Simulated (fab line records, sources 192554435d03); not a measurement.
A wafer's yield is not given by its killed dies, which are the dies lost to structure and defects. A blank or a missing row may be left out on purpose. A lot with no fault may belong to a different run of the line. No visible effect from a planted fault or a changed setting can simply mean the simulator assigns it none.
Chamber matching :: flow n5_finfet :: rie_si-03 running N5_FIN_SAQP_MANDREL1_REMOVE_56: 4 sister chambers
The step chemistry HBr/Cl2/O2, target a-Si, stops on SiNx, bt time 10 s. 8 wafers are shown with their chamber, then 9 later ones without.

## WAFERS PAIRED WITH THEIR CHAMBERS
wafer: L080.4
chamber: 2
drypump_motor_current_A (A): 5.8
throttle_valve_pct (%): 36.98

wafer: L083.6
chamber: 2
drypump_motor_current_A (A): 5.8
throttle_valve_pct (%): 36.98

wafer: L085.4
chamber: 1
drypump_motor_current_A (A): 5.9
throttle_valve_pct (%): 36.96

wafer: L086.1
chamber: 0
drypump_motor_current_A (A): 4.8
throttle_valve_pct (%): 37.04

wafer: L086.4
chamber: 1
drypump_motor_current_A (A): 5.8
throttle_valve_pct (%): 36.95

wafer: L087.3
chamber: 3
drypump_motor_current_A (A): 5.5
throttle_valve_pct (%): 37.11

wafer: L087.5
chamber: 3
drypump_motor_current_A (A): 5.5
throttle_valve_pct (%): 37.11

wafer: L087.6
chamber: 0
drypump_motor_current_A (A): 4.8
throttle_valve_pct (%): 37.04

## WAFERS WITH NO CHAMBER GIVEN
wafer: L091.3
drypump_motor_current_A (A): 4.8
throttle_valve_pct (%): 37.02

wafer: L091.4
drypump_motor_current_A (A): 5.4
throttle_valve_pct (%): 37.12

wafer: L091.6
drypump_motor_current_A (A): 5.8
throttle_valve_pct (%): 37.00

wafer: L095.2
drypump_motor_current_A (A): 5.5
throttle_valve_pct (%): 37.11

wafer: L095.3
drypump_motor_current_A (A): 5.8
throttle_valve_pct (%): 36.96

wafer: L095.6
drypump_motor_current_A (A): 5.9
throttle_valve_pct (%): 36.96

wafer: L097.3
drypump_motor_current_A (A): 5.5
throttle_valve_pct (%): 37.10

wafer: L097.4
drypump_motor_current_A (A): 5.8
throttle_valve_pct (%): 36.96

wafer: L097.6
drypump_motor_current_A (A): 5.8
throttle_valve_pct (%): 36.97

## EACH ONE'S CHAMBER
wafer: L091.3
from the rows above: 0
in truth: 0

wafer: L091.4
from the rows above: 3
in truth: 3

wafer: L091.6
from the rows above: 2
in truth: 2

wafer: L095.2
from the rows above: 3
in truth: 3

wafer: L095.3
from the rows above: 1
in truth: 1

wafer: L095.6
from the rows above: 1
in truth: 1

wafer: L097.3
from the rows above: 3
in truth: 3

wafer: L097.4
from the rows above: 1
in truth: 1

wafer: L097.6
from the rows above: can't be placed: 2 or 1
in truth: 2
8 of 9 placed correctly. Can't be placed from these rows: 1 (the true chamber is among the candidates in 1). Number placed wrongly: 0.
How it was worked out, from the rows above alone: a wafer's distance from a chamber is the root of the sum, over the readings, of the square of ((its reading less the chamber's mean) divided by the reading's scatter). The wafer belongs to the nearest chamber; if the next one is less than 2 further off, it can't be placed. The mean given for a chamber averages the wafers shown for that chamber. The scatter is the square root of a quotient: the sum, over the shown wafers, of each reading's squared deviation from its chamber's mean, divided by wafers minus chambers.
